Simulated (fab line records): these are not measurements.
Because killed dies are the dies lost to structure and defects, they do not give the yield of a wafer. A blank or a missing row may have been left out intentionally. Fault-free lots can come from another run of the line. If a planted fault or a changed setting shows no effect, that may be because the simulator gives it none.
Split-lot study ; flow n5_finfet ; 21 wafers read from 7 lots, route of 1938 steps

== SPLIT DETAILS ==
At N5_BEOL_M11_COAT_60 (time 60 s, resist thk 30 nm), the setting spin_rpm was moved away from the recipe's 1500 rpm on 10 of the 21 wafers read, by -4.5% to +10.8%. The other wafers ran this setting at the recipe's value.

The reading is taken at the split's own step.

== THE READING ==
SiARC_of_BEOL_M11_COAT_60.thk_nm (the simulator's own value, which no gauge read), in nm, at N5_BEOL_M11_COAT_60 (time 60 s, resist thk 30 nm). The file does not state a usual value for it. The 11 wafers here that ran the recipe average 30.0 nm, standard deviation 0.077 nm.

wafer;tool, chamber at the split;spin_rpm as run, rpm;against the recipe;SiARC_of_BEOL_M11_COAT_60.thk_nm, nm;against lot-mates on the recipe
L075.2;litho_track-04, 0;1500;recipe;30.2;-
L075.4;litho_track-04, 0;1500;recipe;30.2;-
L075.5;litho_track-04, 0;1432;-4.5%;30.8;+0.6
L077.1;litho_track-04, 0;1500;recipe;30;-
L077.2;litho_track-04, 0;1454;-3.1%;30.6;+0.6
L077.3;litho_track-04, 0;1454;-3.1%;30.4;+0.4
L083.2;litho_track-04, 0;1500;recipe;30;-
L083.4;litho_track-04, 0;1500;recipe;30;-
L083.5;litho_track-04, 0;1500;recipe;30;-
L080.1;litho_track-03, 0;1500;recipe;30;-
L080.3;litho_track-03, 0;1500;recipe;30;-
L080.6;litho_track-03, 0;1500;recipe;30;-
L085.3;litho_track-05, 0;1500;recipe;30;-
L085.6;litho_track-05, 0;1500;recipe;30;-
L085.5;litho_track-05, 0;1662;+10.8%;28.4;-1.6
L090.2;litho_track-05, 0;1599;+6.6%;29;no lot-mate on the recipe
L090.5;litho_track-05, 0;1599;+6.6%;29;no lot-mate on the recipe
L090.6;litho_track-05, 0;1599;+6.6%;29;no lot-mate on the recipe
L091.2;litho_track-04, 0;1441;-3.9%;30.4;no lot-mate on the recipe
L091.3;litho_track-04, 0;1441;-3.9%;30.6;no lot-mate on the recipe
L091.4;litho_track-04, 0;1441;-3.9%;30.6;no lot-mate on the recipe

THE FIT
A straight line over all 21 wafers: SiARC_of_BEOL_M11_COAT_60.thk_nm changes by -0.151 nm for each +1% of spin_rpm; r = -0.99; the points scatter about the line by 0.088 nm.
The same after taking each lot's own level away (the mean of its wafers on the recipe; 15 wafers): -0.148 nm for each +1%; r = -1.00; scatter 0.047 nm.
The reading moves by 1.6 nm for the largest change in spin_rpm, on that fit.
From 30.00 to 30.20 nm: that is the span of the lots' own levels, equal to 2.6 times the standard deviation above.
The two slopes are in agreement: the lot-to-lot level therefore moves the slope only a little.
Check: -1.58 nm against its lot-mates is what the line predicts for one of the wafers moved furthest among these (+10.8%) when that wafer is left out of the fit. It came out at -1.6 nm against them.

== OTHER SPLITS APPLIED TO THESE WAFERS ==
Other splits were also applied to these wafers ahead of the reading. Each is held against what the fit with the lots' levels taken away leaves over:
other split on the same wafers;wafers away from the commonest value;r with SiARC_of_BEOL_M11_COAT_60.thk_nm (lot level and that fit taken away)
N5_BEOL_M8_EXPOSE_08 dose_mj;8;+0.06
N5_BEOL_M9_COAT_63 spin_rpm;4;-0.03
N5_BEOL_M9_COAT_22 spin_rpm;8;-0.49
N5_BEOL_M10_COAT_22 spin_rpm;8;+0.38
N5_BEOL_M10_EXPOSE_25 dose_mj;10;-0.49

== THE FILE'S OWN FIT ==
SiARC_of_BEOL_M11_COAT_60.thk_nm changes by -0.147 nm for each +1% of spin_rpm, r = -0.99.
